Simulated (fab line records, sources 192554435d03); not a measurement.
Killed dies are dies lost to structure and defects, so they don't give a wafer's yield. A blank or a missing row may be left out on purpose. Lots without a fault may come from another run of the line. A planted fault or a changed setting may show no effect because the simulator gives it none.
Problem report in the 8D (eight disciplines) form, filled by code | flow n5_finfet | the parts of the form that need people (team, actions taken, sign-off) are left out

1. THE PROBLEM
chamber_pressure_mTorr at N5_BEOL_M2_STRIP_36 reads a mean of 13.99 mTorr on 3 wafers of 2 lots; wafers without a fault read 20.00 mTorr with a standard deviation of 0.031. That is -99 or more standard deviations from the usual mean.
The step: strips in N2/H2.
First seen on wafer L950.1, day 12 15:14, on rie_diel-03. The record holds 18 wafers of 6 lots with a number at this step. Rule for "out", or "out of limits": more than 4 standard deviations from the usual mean. The other wafers with a number count as sound.

2. WHAT IT IS AND WHAT IT IS NOT
question                    | is                     | is not
which readings at this step | chamber_pressure_mTorr | drypump_motor_current_A, oes_product_au, rf_vpp_V, showerhead_plenum_p_Torr, throttle_valve_pct
which lots                  | L950, L951             | L936, L938, L952, L953
which wafers of those lots  | L950.1, L951.3, L951.6 | L950.2, L950.3, L951.5
read on which tools         | rie_diel-03            | rie_diel-02, rie_diel-05
when                        | from day 12 15:14      | up to then (8 sound wafers); but 7 sound wafers of L951, L952, L953 came after

3. SUSPECTS, AND WHAT RULES EACH OUT
Counting: a tool at a process step up to the reading stays a suspect if it ran every lot that is out. Sound lots after the first of them don't rule it out here, since some wafers of a struck lot are sound.
- ald_sin-01 at N5_BEOL_M2_ALD_98 (deposits SiO2, target thk 2.5 nm, pulse time 1 s, co reactant pulse time 1 s): kept. It ran every lot that is out, first L950 (day 11 17:19); its last sound lot up to then is L938 (day 9 09:17).
- rie_diel-03 at N5_BEOL_M2_ETCHBACK_99 (etches SiO2 in CHF3, target depth 5 nm, time 10.4 s): kept. It ran every lot that is out, first L950 (day 12 15:02); its last sound lot up to then is L936 (day 9 06:41).
- rie_diel-03 at N5_BEOL_M2_ETCH_70 (etches SOC in N2/H2, target depth 80 nm, overetch 24 nm, time 130 s): kept. It ran every lot that is out, first L950 (day 12 15:04); its last sound lot up to then is L936 (day 9 06:44).
- rie_diel-03 at N5_BEOL_M2_VIA_ETCH_34 (etches the open film in C4F6/O2, target depth 69.4 nm, time 65.9 s): kept. It ran every lot that is out, first L950 (day 12 15:10); its last sound lot up to then is L936 (day 9 06:50).
- rie_diel-03 at N5_BEOL_M2_STRIP_36 (strips in N2/H2): kept. It ran every lot that is out, first L950 (day 12 15:14); its last sound lot up to then is L936 (day 9 06:53). Its own readings are out on those wafers: chamber_pressure_mTorr.
- Within rie_diel-03 at N5_BEOL_M2_ETCHBACK_99: the wafers that are out ran in chamber 1; their sound lot-mates ran in chambers 2, 3.
- Within rie_diel-03 at N5_BEOL_M2_ETCH_70: the wafers that are out ran in chamber 1; their sound lot-mates ran in chambers 2, 3.
- Within rie_diel-03 at N5_BEOL_M2_VIA_ETCH_34: the wafers that are out ran in chamber 1; their sound lot-mates ran in chambers 2, 3.
- Within rie_diel-03 at N5_BEOL_M2_STRIP_36: the wafers that are out ran in chamber 1; their sound lot-mates ran in chambers 2, 3.
Left after counting: ald_sin-01 at N5_BEOL_M2_ALD_98, rie_diel-03 at N5_BEOL_M2_ETCHBACK_99, rie_diel-03 at N5_BEOL_M2_ETCH_70, rie_diel-03 at N5_BEOL_M2_VIA_ETCH_34, rie_diel-03 at N5_BEOL_M2_STRIP_36.

4. THE CAUSE (what the simulator had put in)
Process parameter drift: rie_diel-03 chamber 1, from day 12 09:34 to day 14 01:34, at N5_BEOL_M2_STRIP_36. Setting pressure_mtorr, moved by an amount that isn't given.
Counting left 5 suspects, and this tool is among them.

5. THE CHAIN OF EFFECTS, in route order
Each row: a reading whose mean over the struck wafers that have a number lies more than 3 standard deviations from the usual. Only readings for which the record gives a usual standard deviation are gone through. hours: the time from each lot's start at the first step in this table that gives one to its start at this step, as a median over the lots. sigmas: the change in usual standard deviations.
hours | step                | reading                | usual       | on struck wafers | change | sigmas
0     | N5_BEOL_M2_STRIP_36 | chamber_pressure_mTorr | 20.00 mTorr | 13.99            | -6.01  | -99 or more
The process steps in it:
- N5_BEOL_M2_STRIP_36: strips in N2/H2.
Later measuring or inspecting steps at which every struck wafer that the step has a row for has a number for every such reading, and none has moved that far: N5_BEOL_M4_RC_MEAS_101.

6. WHAT WOULD HAVE CAUGHT IT SOONER
In this record the first reading out of limits was taken at day 12 15:14, 6 hours after the fault began at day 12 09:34.
